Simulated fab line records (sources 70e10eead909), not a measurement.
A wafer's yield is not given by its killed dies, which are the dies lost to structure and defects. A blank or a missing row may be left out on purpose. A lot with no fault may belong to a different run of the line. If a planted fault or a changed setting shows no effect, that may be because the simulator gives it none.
fab line records | flow nand-harc
[record] lots = 12 | wafers = 36 | last-day = 24
route steps=1159 shown P_M2@338 P_BONDPAD@352 END@1159
lots that met no fault: taken from a fault-free run of the same line
start-h: hours from the record's first day to the start of the lot's first wafer shown | wait-h: hours elapsed since this lot's preceding step | " as in the row above | L1.1+2: one row covering several wafers at once | - no value, or no start given | * or withheld: withheld | < > ~ a bound
route shown NAME@n: NAME is a module with steps in the file, n the number in the route of the first one | usual: mean and standard deviation over wafers with no fault | same: alike in all rows | chamber/n: place in a boat | sites: per-site readings | _std_site: the standard deviation of these | _edge_site: mean of outer sites minus mean of inner sites | radius-mm: how far each site lies from the wafer's centre | mask NAME#n: copy n | behind: the most recent tool/chamber to have shaped the wafer | hold: the reason the lot was held/the length of the hold in hours/how it ended | device: the n, p or np transistor that did not switch | end of line: tests of these same wafers at the route's end | for a step that has no rows: nothing shown but its recipe | killed: count of dies lost to structure and defects at first sort (not the wafer's yield) | map: the dies of a wafer, with x for killed, . for not killed, _ for no die there
set.NAME: the setting the step ran with; set.NAME@STEP: the setting that earlier step ran with | model.NAME: the simulator's own value behind a step, which no gauge read
one table for each step of the route and one row for each wafer, over a sample of lots
services: when a tool's chamber went out of use (start-h, in hours from the record's first day, below 0 if earlier), for how many hours, and the reason
[[steps]]
[step NHARC_P_M2_DEGAS_29]
[recipe] temp-c = 250 | time-s = 60
[usual] heater-power-w = 341/33
lot.wafer | tool           | chamber | start-h | wait-h | heater-power-w
L206.1    | pvd-sputter-01 | -       | 142.92  | -      | 302
L206.6    | "              | -       | "       | "      | 300
L206.5    | "              | -       | "       | "      | 333
L207.1    | pvd-sputter-02 | -       | 143.75  | -      | 337
L207.3    | "              | -       | "       | "      | 333
L207.6    | "              | -       | "       | "      | 323
L211.2    | pvd-sputter-03 | -       | 166.68  | -      | 319
L211.3    | "              | -       | "       | "      | 382
L211.4    | "              | -       | "       | "      | 356
L210.1    | pvd-sputter-03 | -       | 167.50  | -      | 380
L210.5    | "              | -       | "       | "      | 329
L210.6    | "              | -       | "       | "      | 323
L216.1    | pvd-sputter-03 | -       | 202.75  | -      | 330
L216.5    | "              | -       | "       | "      | 326
L216.6    | "              | -       | "       | "      | 321
L217.3    | pvd-sputter-01 | -       | 205.93  | -      | 396
L217.1    | "              | -       | "       | "      | 296
L217.5    | "              | -       | "       | "      | 405
L219.3    | pvd-sputter-01 | -       | 222.97  | -      | 298
L219.1    | "              | -       | "       | "      | 335
L219.6    | "              | -       | "       | "      | 406
L220.2    | pvd-sputter-03 | -       | 229.78  | -      | 335
L220.1    | "              | -       | "       | "      | 368
L220.6    | "              | -       | "       | "      | 363
L223.4    | pvd-sputter-03 | -       | 232.36  | -      | 372
L223.6    | "              | -       | "       | "      | 368
L223.5    | "              | -       | "       | "      | 367
L222.4    | pvd-sputter-01 | -       | 233.30  | -      | 400
L222.2    | "              | -       | "       | "      | 301
L222.5    | "              | -       | "       | "      | 410
L224.4    | pvd-sputter-01 | -       | 253.63  | -      | 299
L224.3    | "              | -       | "       | "      | 404
L224.5    | "              | -       | "       | "      | 408
L225.1    | pvd-sputter-03 | -       | 253.81  | -      | 356
L225.4    | "              | -       | "       | "      | 329
L225.2    | "              | -       | "       | "      | 369
[step NHARC_P_BONDPAD_CMP_32]
[recipe] target-thk-nm = 200 | material = SiCN
[usual] motor-current-A = 12.5/0.93
lot.wafer | tool   | chamber | start-h | wait-h | motor-current-A
L206.1    | cmp-03 | 2       | 145.46  | -      | 13.0
L206.6    | "      | 1       | "       | "      | 11.7
L206.5    | "      | 2       | "       | "      | 13.5
L207.1    | cmp-03 | 2       | 146.33  | -      | 12.6
L207.3    | "      | 1       | "       | "      | 11.5
L207.6    | "      | 3       | "       | "      | 13.5
L211.3    | cmp-04 | 2       | 169.18  | -      | 10.4
L211.2    | "      | 0       | "       | "      | 12.9
L211.4    | "      | 1       | "       | "      | 11.8
L210.1    | cmp-04 | 0       | 170.17  | -      | 12.9
L210.6    | "      | 0       | "       | "      | 12.6
L210.5    | "      | 1       | "       | "      | 12.3
L216.1    | cmp-02 | 0       | 205.33  | -      | 12.5
L216.5    | "      | 2       | "       | "      | 12.4
L216.6    | "      | 3       | "       | "      | 13.3
L217.1    | cmp-02 | 2       | 208.67  | -      | 13.0
L217.3    | "      | 3       | "       | "      | 12.9
L217.5    | "      | 2       | "       | "      | 12.3
L219.3    | cmp-03 | 3       | 225.51  | -      | 13.5
L219.1    | "      | 0       | "       | "      | 12.3
L219.6    | "      | 0       | "       | "      | 12.7
L220.2    | cmp-04 | 1       | 232.42  | -      | 12.5
L220.1    | "      | 2       | "       | "      | 10.0
L220.6    | "      | 0       | "       | "      | 12.9
L223.4    | cmp-02 | 3       | 234.91  | -      | 13.2
L223.6    | "      | 2       | "       | "      | 11.7
L223.5    | "      | 3       | "       | "      | 12.1
L222.4    | cmp-03 | 0       | 235.85  | -      | 13.0
L222.2    | "      | 3       | "       | "      | 13.1
L222.5    | "      | 0       | "       | "      | 12.4
L224.4    | cmp-02 | 0       | 256.25  | -      | 12.4
L224.3    | "      | 1       | "       | "      | 13.5
L224.5    | "      | 1       | "       | "      | 13.5
L225.2    | cmp-02 | 1       | 256.44  | -      | 13.6
L225.1    | "      | 2       | "       | "      | 12.3
L225.4    | "      | 0       | "       | "      | 11.9
[step NHARC_P_BONDPAD_EXPOSE_06]
[recipe] na = 0.55 | dose-mj = 37.06 | mask-id = P_BPAD
[usual] exposure-dose-mJ-cm2 = 37.06/0.036
lot.wafer | tool           | chamber | start-h | wait-h | mask     | exposure-dose-mJ-cm2
L206.1    | krf-scanner-03 | 0       | 145.98  | -      | P_BPAD#0 | 37.07
L206.5    | "              | 0       | "       | "      | P_BPAD#0 | 37.11
L206.6    | "              | 0       | "       | "      | P_BPAD#0 | 37.08
L207.1    | krf-scanner-01 | 0       | 147.00  | -      | P_BPAD#0 | 37.05
L207.3    | "              | 0       | "       | "      | P_BPAD#0 | 37.07
L207.6    | "              | 0       | "       | "      | P_BPAD#0 | 37.02
L211.2    | krf-scanner-01 | 0       | 169.73  | -      | P_BPAD#0 | 37.87
L211.3    | "              | 0       | "       | "      | P_BPAD#0 | 37.81
L211.4    | "              | 0       | "       | "      | P_BPAD#0 | 37.84
L210.1    | krf-scanner-01 | 0       | 170.83  | -      | P_BPAD#0 | 37.73
L210.5    | "              | 0       | "       | "      | P_BPAD#0 | 37.71
L210.6    | "              | 0       | "       | "      | P_BPAD#0 | 37.75
L216.1    | krf-scanner-01 | 0       | 205.95  | -      | P_BPAD#0 | 37.63
L216.5    | "              | 0       | "       | "      | P_BPAD#0 | 37.62
L216.6    | "              | 0       | "       | "      | P_BPAD#0 | 37.66
L217.1    | krf-scanner-01 | 0       | 209.31  | -      | P_BPAD#0 | 37.51
L217.3    | "              | 0       | "       | "      | P_BPAD#0 | 37.50
L217.5    | "              | 0       | "       | "      | P_BPAD#0 | 37.50
L219.1    | krf-scanner-03 | 0       | 226.18  | -      | P_BPAD#0 | 37.16
L219.3    | "              | 0       | "       | "      | P_BPAD#0 | 37.13
L219.6    | "              | 0       | "       | "      | P_BPAD#0 | 37.09
L220.1    | krf-scanner-04 | 0       | 233.04  | -      | P_BPAD#0 | 37.08
L220.2    | "              | 0       | "       | "      | P_BPAD#0 | 37.11
L220.6    | "              | 0       | "       | "      | P_BPAD#0 | 37.04
L223.4    | krf-scanner-04 | 0       | 235.56  | -      | P_BPAD#0 | 37.09
L223.5    | "              | 0       | "       | "      | P_BPAD#0 | 37.02
L223.6    | "              | 0       | "       | "      | P_BPAD#0 | 37.12
L222.2    | krf-scanner-03 | 0       | 236.55  | -      | P_BPAD#0 | 37.02
L222.4    | "              | 0       | "       | "      | P_BPAD#0 | 37.02
L222.5    | "              | 0       | "       | "      | P_BPAD#0 | 37.11
L224.3    | krf-scanner-03 | 0       | 256.80  | -      | P_BPAD#0 | 37.01
L224.4    | "              | 0       | "       | "      | P_BPAD#0 | 36.96
L224.5    | "              | 0       | "       | "      | P_BPAD#0 | 37.02
L225.1    | krf-scanner-04 | 0       | 257.11  | -      | P_BPAD#0 | 37.06
L225.2    | "              | 0       | "       | "      | P_BPAD#0 | 37.06
L225.4    | "              | 0       | "       | "      | P_BPAD#0 | 37.09
[step NHARC_P_BONDPAD_DESCUM_11]
[recipe] time-s = 3 | o2-flow-sccm = 200 | ar-flow-sccm = 0 | bias-power-w = 0 | chemistry = O2
[usual] drypump-motor-current-A = 5.8/0.52 | oes-product-au = 0.999/0.011 | rf-vpp-V = 57.8/0.84 | showerhead-plenum-p-Torr = 1.91/0.089 | throttle-valve-pct = 11.310/0.0099
lot.wafer | tool        | chamber | start-h | wait-h | drypump-motor-current-A | oes-product-au | rf-hours-counter-h | rf-vpp-V | showerhead-plenum-p-Torr | throttle-valve-pct
L206.1    | rie-diel-11 | 0       | 146.37  | -      | 6.5                     | 1.004          | 12                 | 58.1     | 1.82                     | 11.311
L206.5    | "           | 1       | "       | "      | 5.0                     | 1.002          | -                  | 56.9     | 2.02                     | 11.298
L206.6    | "           | 2       | "       | "      | 5.9                     | 1.005          | -                  | 57.3     | 1.89                     | 11.326
L207.1    | rie-diel-08 | 1       | 147.36  | -      | 5.7                     | 0.992          | 4                  | 58.0     | 2.04                     | 11.323
L207.3    | "           | 2       | "       | "      | 5.5                     | 0.982          | 5                  | 57.5     | 2.03                     | 11.322
L207.6    | "           | 1       | "       | "      | 5.7                     | 0.994          | -                  | 56.0     | 2.04                     | 11.312
L211.2    | rie-diel-11 | 2       | 170.09  | -      | 5.8                     | 1.002          | 14                 | 58.0     | 1.89                     | 11.305
L211.3    | "           | 0       | "       | "      | 6.4                     | 1.004          | 15                 | 58.8     | 1.82                     | 11.318
L211.4    | "           | 0       | "       | "      | 6.5                     | 1.011          | -                  | 56.6     | 1.82                     | 11.306
L210.1    | rie-diel-11 | 3       | 171.20  | -      | 6.2                     | 0.987          | 15                 | 58.0     | 1.82                     | 11.320
L210.6    | "           | 3       | "       | "      | 6.2                     | 0.989          | -                  | 58.0     | 1.82                     | 11.309
L210.5    | "           | 0       | "       | "      | 6.5                     | 1.015          | -                  | 56.8     | 1.82                     | 11.306
L216.1    | rie-diel-11 | 0       | 206.34  | -      | 6.5                     | 1.019          | 1                  | 58.5     | 1.82                     | 11.298
L216.6    | "           | 1       | "       | "      | 5.0                     | 1.004          | -                  | 56.9     | 2.02                     | 11.300
L216.5    | "           | 0       | "       | "      | 6.5                     | 1.022          | -                  | 56.5     | 1.82                     | 11.322
L217.1    | rie-diel-11 | 3       | 209.68  | -      | 6.3                     | 0.998          | 1                  | 58.0     | 1.81                     | 11.311
L217.3    | "           | 2       | "       | "      | 5.8                     | 0.982          | 1                  | 56.8     | 1.89                     | 11.306
L217.5    | "           | 3       | "       | "      | 6.2                     | 1.001          | -                  | 57.2     | 1.81                     | 11.299
L219.3    | rie-diel-11 | 2       | 226.57  | -      | 5.8                     | 1.000          | 3                  | 57.9     | 1.89                     | 11.309
L219.1    | "           | 3       | "       | "      | 6.2                     | 1.005          | 2                  | 58.0     | 1.81                     | 11.301
L219.6    | "           | 1       | "       | "      | 5.0                     | 1.006          | -                  | 58.4     | 2.02                     | 11.325
L220.2    | rie-diel-11 | 3       | 233.40  | -      | 6.2                     | 0.998          | 3                  | 58.5     | 1.81                     | 11.294
L220.1    | "           | 1       | "       | "      | 5.0                     | 0.994          | 3                  | 58.0     | 2.02                     | 11.304
L220.6    | "           | 3       | "       | "      | 6.2                     | 0.999          | -                  | 58.3     | 1.81                     | 11.298
L223.4    | rie-diel-11 | 0       | 235.92  | -      | 6.4                     | 1.014          | 3                  | 58.4     | 1.82                     | 11.303
L223.6    | "           | 3       | "       | "      | 6.2                     | 0.990          | -                  | 57.9     | 1.81                     | 11.307
L223.5    | "           | 0       | "       | "      | 6.5                     | 1.024          | -                  | 57.6     | 1.82                     | 11.324
L222.2    | rie-diel-12 | 0       | 236.93  | -      | 5.6                     | 0.986          | 8                  | 57.2     | 1.87                     | 11.332
L222.5    | "           | 2       | "       | "      | 5.6                     | 0.988          | -                  | 58.7     | 2.05                     | 11.318
L222.4    | "           | 3       | "       | "      | 5.2                     | 1.000          | -                  | 58.9     | 2.02                     | 11.303
L224.4    | rie-diel-11 | 1       | 257.16  | -      | 5.0                     | 0.999          | 5                  | 58.2     | 2.02                     | 11.300
L224.3    | "           | 3       | "       | "      | 6.2                     | 0.997          | 5                  | 57.3     | 1.81                     | 11.309
L224.5    | "           | 1       | "       | "      | 5.0                     | 0.998          | -                  | 58.2     | 2.02                     | 11.301
L225.2    | rie-diel-11 | 1       | 257.47  | -      | 5.0                     | 0.991          | 5                  | 58.9     | 2.02                     | 11.325
L225.4    | "           | 2       | "       | "      | 5.9                     | 0.981          | 6                  | 56.2     | 1.89                     | 11.312
L225.1    | "           | 0       | "       | "      | 6.4                     | 1.015          | 5                  | 56.9     | 1.82                     | 11.296
[step NHARC_END_SORT_01]
[recipe] temp-c = 25
[usual] defect-limited-yield = 95.3/1.3 | killed-at-array = 28/8.6 | killed-at-other = 0.7/1.2 | killed-at-periphery = 3.1/2.3 | killed-dies = 32/8.7 | killed-open = 3.2/1.7 | killed-short = 2.0/1.5 | sort_bin_2_pct = 1.5/0.58 | sort_bin_3_pct = 0.28/0.22 | sort_bin_4_pct = 3.0/0.86 | sort-n-pass = 645/8.7 | sort-rim-yield-pct = 97.8/1.4 | sort-yield-pct = 95.3/1.3
[same] gross-dies = 677 | sort_bin_5_pct[%] = 0 | sort_bin_6_pct[%] = 0 | sort_bin_7_pct[%] = 0 | sort_bin_8_pct[%] = 0 | sort-rim-n-gross = 106.00
lot.wafer | tool      | chamber | start-h | wait-h | defect-limited-yield[%] | killed-at-array | killed-at-other | killed-at-periphery | killed-dies | killed-open | killed-short | sort_bin_2_pct[%] | sort_bin_3_pct[%] | sort_bin_4_pct[%] | sort-n-pass | sort-rim-yield-pct[%] | sort-yield-pct[%]
L210.1    | prober-02 | 0       | 492.92  | 2.5    | 96.3                    | 25              | 0               | 0                   | 25          | 1           | 0            | 1.2               | 0.15              | 2.4               | 652         | 98.1                  | 96.3
L210.5    | prober-02 | 0       | 496.13  | 3.7    | 95.6                    | 25              | 1               | 4                   | 30          | 7           | 1            | 1.3               | 0.15              | 3.0               | 647         | 97.2                  | 95.6
L210.6    | prober-02 | 0       | 496.93  | 4.0    | 95.0                    | 32              | 0               | 2                   | 34          | 5           | 2            | 2.4               | 0.30              | 2.4               | 643         | 97.2                  | 95.0
L216.1    | prober-02 | 0       | 530.03  | 2.5    | 95.4                    | 30              | 0               | 1                   | 31          | 5           | 2            | 2.1               | 0.44              | 2.1               | 646         | 95.3                  | 95.4
L216.5    | prober-02 | 0       | 533.25  | 3.7    | 93.6                    | 42              | 0               | 1                   | 43          | 6           | 2            | 2.5               | 0.59              | 3.2               | 634         | 99.1                  | 93.6
L216.6    | prober-02 | 0       | 534.05  | 4.0    | 94.8                    | 34              | 0               | 1                   | 35          | 5           | 6            | 1.3               | 0.74              | 3.1               | 642         | 99.1                  | 94.8
// killed by level:class
L210.1 A_SLIT:chamber-film-flake=10 A_STAIRCASE:chamber-film-flake=9 A_CONTACT:chamber-film-flake=3 A_WL_FILL:geometric-particle:open=1 A_ZERO_WELL:chamber-film-flake=1 A_CHANNEL_HOLE_D1:chamber-film-flake=1
L210.5 A_SLIT:chamber-film-flake=16 A_CONTACT:chamber-film-flake=4 P_CONTACT:geometric-particle:open=3 A_CHANNEL_HOLE_D1:chamber-film-flake=2 P_GATE:geometric-particle:open=1 A_ONON_D1:geometric-particle:open=1 A_CHANNEL_FILL_D1:geometric-particle:short=1 A_SGD_CUT:geometric-particle:open=1
L210.6 A_SLIT:chamber-film-flake=11 A_STAIRCASE:chamber-film-flake=5 A_CONTACT:chamber-film-flake=5 A_CHANNEL_HOLE_D1:chamber-film-flake=3 A_WL_FILL:geometric-particle:open=2 A_CHANNEL_FILL_D1:chamber-film-flake=2 P_CONTACT:geometric-particle:open=1 A_CHANNEL_FILL_D1:geometric-particle:open=1
L216.1 A_SLIT:chamber-film-flake=14 A_CONTACT:chamber-film-flake=6 A_CHANNEL_HOLE_D1:chamber-film-flake=3 A_CONTACT:geometric-particle:open=2 A_CONTACT:geometric-particle:short=2 P_M2:geometric-particle:open=1 A_SGD_CUT:geometric-particle:open=1 A_WL_FILL:geometric-particle:open=1
L216.5 A_SLIT:chamber-film-flake=17 A_CONTACT:chamber-film-flake=8 A_CHANNEL_HOLE_D1:chamber-film-flake=7 A_CONTACT:geometric-particle:open=3 A_STAIRCASE:chamber-film-flake=2 A_SOURCE_PLATE:geometric-particle:open=1 A_ONON_D1:geometric-particle:short=1 A_CHANNEL_FILL_D1:geometric-particle:open=1
L216.6 A_SLIT:chamber-film-flake=13 A_CHANNEL_HOLE_D1:chamber-film-flake=4 A_CONTACT:chamber-film-flake=4 A_M0:geometric-particle:short=2 A_WL_FILL:chamber-film-flake=2 P_M1:geometric-particle:open=1 A_ONON_D1:geometric-particle:open=1 A_CHANNEL_HOLE_D1:geometric-particle:short=1
[[services]]
tool           | chamber | start-h | hours | kind
rie-diel-08    | -       | 124.82  | 9.0   | pm
krf-scanner-01 | -       | 125.45  | 15.7  | repair
pvd-sputter-02 | -       | 125.49  | 1.7   | repair
krf-scanner-04 | -       | 126.00  | 4.0   | pm
cmp-02         | -       | 128.63  | 4.0   | pm
rie-diel-08    | 1       | 137.29  | 2.1   | repair
pvd-sputter-01 | -       | 137.52  | 0.8   | repair
cmp-03         | -       | 156.13  | 4.0   | pm
pvd-sputter-01 | -       | 158.09  | 10.0  | pm
rie-diel-11    | 1       | 162.50  | 7.7   | repair
krf-scanner-03 | -       | 168.00  | 4.0   | pm
rie-diel-08    | 1       | 174.15  | 12.8  | repair
cmp-02         | -       | 179.76  | 3.2   | repair
cmp-03         | -       | 186.21  | 4.1   | repair
pvd-sputter-03 | -       | 194.66  | 1.5   | repair
pvd-sputter-03 | -       | 199.85  | 2.3   | repair
cmp-04         | -       | 203.00  | 4.0   | pm
rie-diel-11    | 3       | 203.84  | 4.4   | repair
cmp-02         | -       | 226.76  | 4.0   | pm
cmp-03         | -       | 232.78  | 0.8   | repair
rie-diel-11    | 0       | 237.25  | 3.6   | repair
cmp-04         | -       | 250.04  | 0.5   | repair
cmp-03         | -       | 254.13  | 4.0   | pm
krf-scanner-01 | -       | 256.00  | 4.0   | pm
[[key]]
[first-sign] step = NHARC_P_BONDPAD_EXPOSE_06 | reading = exposure-dose-mJ-cm2 | direction = up | sigmas = 17 | usual = 37.06 | struck = 37.68
effect none on later readings
met-at NHARC_P_BONDPAD_EXPOSE_06
struck-lots L210,L211,L216,L217
[loop-trim] step = NHARC_P_BONDPAD_EXPOSE_06 | setting = dose | lots = L210,L216,L217
not-acting-at NHARC_P_M2_DEGAS_29,NHARC_P_BONDPAD_CMP_32,NHARC_P_BONDPAD_DESCUM_11
onset-between 147.00 169.73
[fault] kind = process-parameter-drift | tool = krf-scanner-01 | chamber = - | onset-h = 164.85 | steps = NHARC_P_BONDPAD_EXPOSE_06 | channel = dose-mj | offset = 0.8279 | shape = step | acts-in = these-recipes-only | stated = 37.06
// loop-trim: a control loop set the setting to another value than it would have without faults
